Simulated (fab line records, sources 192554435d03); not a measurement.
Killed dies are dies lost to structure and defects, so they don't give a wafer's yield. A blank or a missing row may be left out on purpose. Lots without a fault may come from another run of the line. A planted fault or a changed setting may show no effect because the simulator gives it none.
Split-lot experiment | flow n5_finfet | 7 lots, 21 wafers read, on a route of 1938 steps

THE SPLIT
At N5_BEOL_M1_ETCH_64 (etches SOC in N2/H2, target depth 75 nm, overetch 15 nm, time 112.5 s), the setting bias_w was moved away from the recipe's 150 W on 4 of the 21 wafers read, by -11.2% to +7.1%. The other wafers ran this setting at the recipe's value.

The reading is taken at the split's own step.

THE READING
rf_vpp_V, in V, at N5_BEOL_M1_ETCH_64 (etches SOC in N2/H2, target depth 75 nm, overetch 15 nm, time 112.5 s). Fault-free wafers of this fab line usually give 524.0 V, standard deviation 2.6 V.

wafer  | tool, chamber at the split | bias_w as run, W | against the recipe | rf_vpp_V, V | against lot-mates on the recipe
L076.1 | rie_diel-04, 0             | 150              | recipe             | 523.3       | -
L076.3 | rie_diel-04, 3             | 133.2            | -11.2%             | 489.7       | -33.6
L076.4 | rie_diel-04, 2             | 133.2            | -11.2%             | 483.5       | -39.8
L079.2 | rie_diel-02, 2             | 150              | recipe             | 521.7       | -
L079.4 | rie_diel-02, 3             | 150              | recipe             | 528.3       | -
L079.6 | rie_diel-02, 1             | 150              | recipe             | 524.2       | -
L080.4 | rie_diel-06, 3             | 158.9            | +5.9%              | 548.3       | +22.8
L080.5 | rie_diel-06, 2             | 150              | recipe             | 523.4       | -
L080.6 | rie_diel-06, 3             | 150              | recipe             | 527.5       | -
L081.1 | rie_diel-04, 0             | 150              | recipe             | 523.4       | -
L081.3 | rie_diel-04, 3             | 160.7            | +7.1%              | 549.6       | +27.2
L081.6 | rie_diel-04, 0             | 150              | recipe             | 521.4       | -
L089.1 | rie_diel-06, 3             | 150              | recipe             | 529.2       | -
L089.4 | rie_diel-06, 1             | 150              | recipe             | 522.3       | -
L089.5 | rie_diel-06, 0             | 150              | recipe             | 527.2       | -
L093.1 | rie_diel-04, 3             | 150              | recipe             | 525.5       | -
L093.2 | rie_diel-04, 2             | 150              | recipe             | 520.1       | -
L093.5 | rie_diel-04, 1             | 150              | recipe             | 523.1       | -
L094.1 | rie_diel-02, 1             | 150              | recipe             | 522.6       | -
L094.2 | rie_diel-02, 2             | 150              | recipe             | 522.3       | -
L094.4 | rie_diel-02, 1             | 150              | recipe             | 521.4       | -

THE FIT
A straight line over all 21 wafers: rf_vpp_V changes by +3.46 V for each +1% of bias_w; r = +0.98; the points scatter about the line by 2.8 V.
The same after taking each lot's own level away (the mean of its wafers on the recipe; 21 wafers): +3.43 V for each +1%; r = +0.99; scatter 2.4 V.
On that fit, the largest move of bias_w shifts the reading by 38 V.
The lots' own levels span 522.10 to 526.23 V, that is 1.6 times the standard deviation above.
So the lot-to-lot level changes the slope little: the two slopes agree.
Check: with one of the wafers moved furthest among these (-11.2%) left out of the fit, the line predicts -40.9 V for it against its lot-mates. It came out at -33.6 V against them.
Tool readings at the split's step, against how far the setting was moved: rf_vpp_V r = +0.98.

OTHER SPLITS ON THESE WAFERS
These wafers also went through other splits before the reading. Each is held against what the fit with the lots' levels taken away leaves over:
other split on the same wafers    | wafers away from the commonest value | r with rf_vpp_V (lot level and that fit taken away)
N5_BEOL_M0_SAQP_EXPOSE_37 dose_mj | 7                                    | -0.14

THE WHOLE CHAIN: every reading that the file lists as answering this split, in the file's order
step               | what it does                                                          | reading                                                                          | change (the file's fit)                | r (the file's)
N5_BEOL_M1_ETCH_64 | etches SOC in N2/H2, target depth 75 nm, overetch 15 nm, time 112.5 s | rf_vpp_V                                                                         | +3.5 V for each +1% of the setting     | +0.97
N5_BEOL_M1_ETCH_64 | etches SOC in N2/H2, target depth 75 nm, overetch 15 nm, time 112.5 s | SiARC_of_BEOL_M1_COAT_62.thk_nm (the simulator's own value, which no gauge read) | -0.0696 nm for each +1% of the setting | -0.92

THE FILE'S OWN FIT
rf_vpp_V changes by +3.5 V for each +1% of bias_w, r = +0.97.
